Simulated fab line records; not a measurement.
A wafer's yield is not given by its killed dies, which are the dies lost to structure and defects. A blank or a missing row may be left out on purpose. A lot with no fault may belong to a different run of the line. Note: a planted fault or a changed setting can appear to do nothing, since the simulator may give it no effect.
Comparing a struck lot with a sound one :: flow nand harc :: 15 steps out of a route of 1302
Sound: wafers L600.1, L600.4, L600.5. Struck: wafer L608.3 (left out: L608.1, L608.6 of the same lot, which were not struck); the cause appears at the end.
Each step with rows lists, per side, the tool, then ch with its chambers, then its first start. Under that, the readings that differ: sound wafers :: struck wafers :: difference of the means :: sigmas: that difference in standard deviations of wafers without a fault.
alike: same words and numbers on both sides, and readings whose means sit less than 2 such deviations apart. not compared: any withheld reading, any reading some wafer has no value for, any bound like >300 that may hide the same value, and any number with overlapping values for which the record gives no deviation.
Wherever a step has rows on one side only, a row that says differs or no value, or a row with sigmas, the two part there. Non-overlapping numbers with no deviation appear without sigmas and do not part them. A reading that every wafer of one side lacks parts them only if that side has two wafers or more.

first, 8 steps without rows for these wafers: NHARC_A_M0_HMDS_02 (time 30 s); NHARC_A_M0_COAT_33 (time 65 s); NHARC_A_M0_COAT_03 (resist thk 90 nm); NHARC_A_M0_SOFTBAKE_04 (time 55 s); NHARC_A_M0_EBR_05; NHARC_A_M0_EXPOSE_06 (exposes mask A M0, target cd 80 nm); NHARC_A_M0_PEB_07 (peb time 65 s); NHARC_A_M0_DEVELOP_08 (develop time 35 s).
NHARC_A_M0_CD_MEAS_09: target cd 80 nm.
  sound on cd sem-01 ch 0, day 25 11:24; struck on cd sem-02 ch 0, day 28 13:34
  alike: cd nm
NHARC_A_M0_OVL_MEAS_10: pitch 160 nm.
  sound on overlay-01 at day 25 11:29; struck on overlay-01 at day 28 13:39
  alike: overlay x nm, overlay y nm
NHARC_A_M0_INSPECT_11:
  sound on defect inspect-01 at day 25 11:32; struck on defect inspect-02 at day 28 13:41
  alike: raw defect count
NHARC_A_M0_DESCUM_14: chemistry O2, time 3 s.
  sound on rie diel-07 ch 0,2,3, day 25 11:35; struck on rie diel-07 ch 3, day 28 13:46
  alike: drypump motor current A, oes product au, rf vpp V, showerhead plenum p Torr, throttle valve pct
  not compared: rf hours counter h
NHARC_A_M0_ETCH_34: etches the open film in N2/H2, target depth 40 nm, overetch 12 nm, time 43.94 s.
  sound on rie diel-07 ch 0,1,3, day 25 11:40; struck on rie diel-07 ch 1, day 28 13:50
reading: run length s (s)
sound: 65.2 64.9 65.5
struck: 54.6
difference: -10.6
sigmas: -21
  alike: drypump motor current A, oes product au, rf vpp V, showerhead plenum p Torr, throttle valve pct
  not compared: rf hours counter h
NHARC_A_M0_ETCH_15: etches the open film in C4F8/Ar, target depth 150 nm, overetch 15 nm, time 82.5 s.
  sound: rie diel-07 ch 1,3; struck: rie diel-07 ch 2
reading: oes product au (a.u.)
sound: 0.925 0.926 0.925
struck: 0.975
difference: +0.050
sigmas: +2
  alike: rf vpp V, run length s
  not compared: rf hours counter h
NHARC_END_SORT_01:
  the record has rows for the struck wafers here (prober-02 ch 0, day 30 09:08) and none for the sound ones

## WHERE THEY PART
Earliest at NHARC_A_M0_ETCH_34; latest, in this record, at NHARC_END_SORT_01.

WHY: whatever the simulator had introduced
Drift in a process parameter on rie diel-07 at NHARC_A_M0_ETCH_34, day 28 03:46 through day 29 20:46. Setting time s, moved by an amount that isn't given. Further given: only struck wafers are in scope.
